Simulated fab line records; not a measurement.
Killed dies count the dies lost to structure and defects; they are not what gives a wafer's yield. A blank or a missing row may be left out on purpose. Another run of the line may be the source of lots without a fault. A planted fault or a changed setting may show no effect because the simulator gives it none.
Chamber matching :: flow n5_finfet :: 4 sister chambers for N5_BEOL_M11_STRIP_67 on rie_diel-06
The step strips in CF4. 7 wafers are shown with their chamber, then 7 later ones without.

## WAFERS PAIRED WITH THEIR CHAMBERS
wafer: L080.1
chamber: 0
showerhead_plenum_p_Torr (Torr): 1.85
drypump_motor_current_A (A): 5.82

wafer: L082.1
chamber: 0
showerhead_plenum_p_Torr (Torr): 1.85
drypump_motor_current_A (A): 5.77

wafer: L082.6
chamber: 3
showerhead_plenum_p_Torr (Torr): 1.79
drypump_motor_current_A (A): 5.78

wafer: L087.1
chamber: 2
showerhead_plenum_p_Torr (Torr): 1.75
drypump_motor_current_A (A): 6.03

wafer: L087.6
chamber: 3
showerhead_plenum_p_Torr (Torr): 1.79
drypump_motor_current_A (A): 5.79

wafer: L090.2
chamber: 1
showerhead_plenum_p_Torr (Torr): 1.83
drypump_motor_current_A (A): 6.51

wafer: L090.5
chamber: 1
showerhead_plenum_p_Torr (Torr): 1.82
drypump_motor_current_A (A): 6.51

## WAFERS WHOSE CHAMBER IS MISSING
wafer: L090.6
showerhead_plenum_p_Torr (Torr): 1.75
drypump_motor_current_A (A): 6.03

wafer: L092.2
showerhead_plenum_p_Torr (Torr): 1.79
drypump_motor_current_A (A): 5.76

wafer: L092.3
showerhead_plenum_p_Torr (Torr): 1.84
drypump_motor_current_A (A): 5.78

wafer: L092.5
showerhead_plenum_p_Torr (Torr): 1.82
drypump_motor_current_A (A): 6.52

wafer: L096.3
showerhead_plenum_p_Torr (Torr): 1.84
drypump_motor_current_A (A): 5.81

wafer: L096.5
showerhead_plenum_p_Torr (Torr): 1.79
drypump_motor_current_A (A): 5.79

wafer: L096.6
showerhead_plenum_p_Torr (Torr): 1.82
drypump_motor_current_A (A): 6.49

## WHICH CHAMBER EACH WENT THROUGH
wafer: L090.6
from the rows above: 2
in truth: 2

wafer: L092.2
from the rows above: 3
in truth: 3

wafer: L092.3
from the rows above: 0
in truth: 0

wafer: L092.5
from the rows above: 1
in truth: 1

wafer: L096.3
from the rows above: 0
in truth: 0

wafer: L096.5
from the rows above: 3
in truth: 3

wafer: L096.6
from the rows above: 1
in truth: 1
Correctly placed: 7 of 7. Left unplaced by these rows: 0. Wrongly placed: 0.
How it was worked out, from the rows above alone: a wafer's distance from a chamber is the root of the sum, over the readings, of the square of ((its reading less the chamber's mean) divided by the reading's scatter). The wafer belongs to the nearest chamber; if the next one is less than 2 further off, it can't be placed. Each chamber's mean is taken over the wafers shown for it. How the scatter is found: for the shown wafers, subtract from each reading the mean of its chamber, square and add these, divide the total by (wafers less chambers), then take the root.
